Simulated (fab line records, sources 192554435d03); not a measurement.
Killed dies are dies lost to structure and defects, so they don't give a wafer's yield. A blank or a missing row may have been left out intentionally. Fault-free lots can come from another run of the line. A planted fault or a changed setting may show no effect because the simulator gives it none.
Split-lot trial    flow n5 finfet    on a route of 1938 steps: 7 lots, 21 wafers read

THE SPLIT ITSELF
At N5_BEOL_M5_EXPOSE_25 (exposes mask V4, defocus 10 nm), the setting dose mj was moved away from the recipe's 52.75 on 5 of the 21 wafers read, by -6.7% to +7.3%. For the rest of the wafers, this setting stayed at what the recipe calls for.

FROM THE SPLIT TO THE READING: what the file shows between them, 2 steps
- N5_BEOL_M5_PEB_26: peb time 60 s
- N5_BEOL_M5_DEVELOP_27: develop time 30 s

THE READING
cd nm, in nm, at N5_BEOL_M5_CD_MEAS_28 (target cd 30.6 nm, target cd y 20 nm). Fault-free wafers of this fab line usually give 30.60 nm, standard deviation 0.25 nm.

wafer   tool, chamber at the split  dose mj as run  against the recipe  cd nm, nm  against lot-mates on the recipe
L079.2  euv scanner-02, 0           52.75           recipe              30.42      -
L079.5  euv scanner-02, 0           52.75           recipe              30.34      -
L079.6  euv scanner-02, 0           52.75           recipe              30.55      -
L080.1  euv scanner-02, 0           56.59           +7.3%               32.48      +1.88
L080.5  euv scanner-02, 0           56.59           +7.3%               32.35      +1.75
L080.6  euv scanner-02, 0           52.75           recipe              30.60      -
L083.1  euv scanner-01, 0           52.75           recipe              30.92      -
L083.2  euv scanner-01, 0           52.75           recipe              30.63      -
L083.4  euv scanner-01, 0           52.75           recipe              30.61      -
L088.2  euv scanner-02, 0           52.75           recipe              30.60      -
L088.3  euv scanner-02, 0           52.75           recipe              30.49      -
L088.5  euv scanner-02, 0           52.75           recipe              30.53      -
L092.2  euv scanner-02, 0           52.75           recipe              30.59      -
L092.5  euv scanner-02, 0           52.75           recipe              30.06      -
L092.6  euv scanner-02, 0           52.75           recipe              30.36      -
L095.1  euv scanner-01, 0           52.75           recipe              30.21      -
L095.3  euv scanner-01, 0           49.22           -6.7%               29.33      -1.08
L095.6  euv scanner-01, 0           52.75           recipe              30.60      -
L097.2  euv scanner-02, 0           52.75           recipe              30.65      -
L097.3  euv scanner-02, 0           56.06           +6.3%               31.74      +1.09
L097.6  euv scanner-02, 0           56.06           +6.3%               31.82      +1.17

THE FIT
A straight line over all 21 wafers: cd nm changes by +0.222 nm for each +1% of dose mj; r = +0.96; the points scatter about the line by 0.22 nm.
The same after taking each lot's own level away (the mean of its wafers on the recipe; 21 wafers): +0.206 nm for each +1%; r = +0.97; scatter 0.18 nm.
The reading moves by 1.5 nm for the largest change in dose mj, on that fit.
The lots' own levels span 30.337 to 30.720 nm, that is 1.5 times the standard deviation above.
Hence the lot-to-lot level has little effect on the slope; both slopes agree.
Check: +1.42 nm against its lot-mates is what the line predicts for one of the wafers moved furthest among these (+7.3%) when that wafer is left out of the fit. Against them it came out at +1.88 nm.

ADDITIONAL SPLITS CARRIED BY THESE WAFERS
These wafers also went through other splits before the reading. Each is held against what the fit with the lots' levels taken away leaves over:
other split on the same wafers      wafers away from the commonest value  r with cd nm (lot level and that fit taken away)
N5_BEOL_M2_TRENCH_ETCH_37 time s    5                                     +0.15
N5_BEOL_M4_EXPOSE_25 dose mj        8                                     -0.10
N5_BEOL_M4_TRENCH_ETCH_37 source w  8                                     +0.16
N5_BEOL_M5_COAT_74 spin rpm         7                                     -0.14

THE WHOLE CHAIN: every reading that the file lists as answering this split, in the file's order
step                   what it does                                                         reading                                                         change (the file's fit)                r (the file's)
N5_BEOL_M5_CD_MEAS_28  target cd 30.6 nm, target cd y 20 nm                                 cd nm                                                           +0.201 nm for each +1% of the setting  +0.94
N5_BEOL_M5_ETCH_75     etches underlayer in N2/H2, target depth 6.5 nm, time 5.2 s          BEOL_M5.cd nm (the simulator's own value, which no gauge read)  +0.296 nm for each +1% of the setting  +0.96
N5_BEOL_M5_ETCH_67     etches SiARC in CF4, target depth 15.6 nm, time 26 s                 BEOL_M5.cd nm (the simulator's own value, which no gauge read)  +0.29 nm for each +1% of the setting   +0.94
N5_BEOL_M5_ETCH_68     etches SOC in N2/H2, target depth 80 nm, overetch 16 nm, time 120 s  BEOL_M5.cd nm (the simulator's own value, which no gauge read)  +0.28 nm for each +1% of the setting   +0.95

FILE'S OWN FIT
cd nm changes by +0.201 nm for each +1% of dose mj, r = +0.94.
